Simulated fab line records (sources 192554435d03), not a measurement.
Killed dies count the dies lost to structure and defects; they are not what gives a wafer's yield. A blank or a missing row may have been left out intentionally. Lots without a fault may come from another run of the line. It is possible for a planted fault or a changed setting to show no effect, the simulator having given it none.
Chamber matching | flow n5_finfet | 4 sister chambers for N5_ILD0_LINER_00 on ald_sin-03
The step material SiNx, target thk 4 nm, pulse time 1 s, purge time 2 s. 14 wafers are shown with their chamber, then 7 later ones without.

== WAFERS WITH THEIR CHAMBER ==
wafer  | chamber | heater_power_w (W) | precursor_pulse_height_rel
L682.1 | 0       | 824                | 1.016
L682.4 | 3       | 798                | 1.021
L682.5 | 0       | 845                | 1.044
L688.1 | 2       | 941                | 1.075
L688.4 | 1       | 772                | 1.004
L688.5 | 0       | 820                | 0.998
L697.1 | 1       | 774                | 0.974
L697.5 | 3       | 793                | 1.001
L697.6 | 0       | 817                | 0.975
L699.2 | 3       | 767                | 1.034
L699.4 | 2       | 947                | 0.996
L699.5 | 2       | 955                | 1.003
L700.2 | 2       | 931                | 0.969
L700.3 | 0       | 805                | 1.006

SIGNATURES (means of the wafers above)
reading                    | chamber 0 | chamber 1 | chamber 2 | chamber 3 | scatter within a chamber
heater_power_w             | 822.20    | 773.00    | 943.50    | 786.00    | 13.1
precursor_pulse_height_rel | 1.00780   | 0.98900   | 1.01075   | 1.01867   | 0.0312
Rule: a wafer's distance from a chamber is the root of the sum, over the readings, of the square of ((its reading less the chamber's mean) divided by the reading's scatter). If the next closest chamber is less than 2 further off than the closest, the wafer can't be placed; otherwise it belongs to the closest. The scatter is the square root of a quotient: the sum, over the shown wafers, of each reading's squared deviation from its chamber's mean, divided by wafers minus chambers.

== WAFERS MISSING THEIR CHAMBER ==
wafer  | heater_power_w (W) | precursor_pulse_height_rel
L700.4 | 787                | 0.996
L701.2 | 953                | 0.980
L701.4 | 784                | 1.002
L701.5 | 773                | 0.983
L702.1 | 815                | 1.011
L702.3 | 966                | 0.991
L702.6 | 808                | 0.995

== EACH ONE'S CHAMBER ==
wafer  | from the rows above          | in truth
L700.4 | can't be placed: 3 or 1 or 0 | 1
L701.2 | 2                            | 2
L701.4 | can't be placed: 3 or 1      | 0
L701.5 | can't be placed: 1 or 3      | 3
L702.1 | can't be placed: 0 or 3      | 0
L702.3 | 2                            | 2
L702.6 | can't be placed: 0 or 3 or 1 | 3
Correct placement for 2 of the 7. These rows do not allow placing 5 (true chamber among the candidates in 4). Wrongly placed: 0.
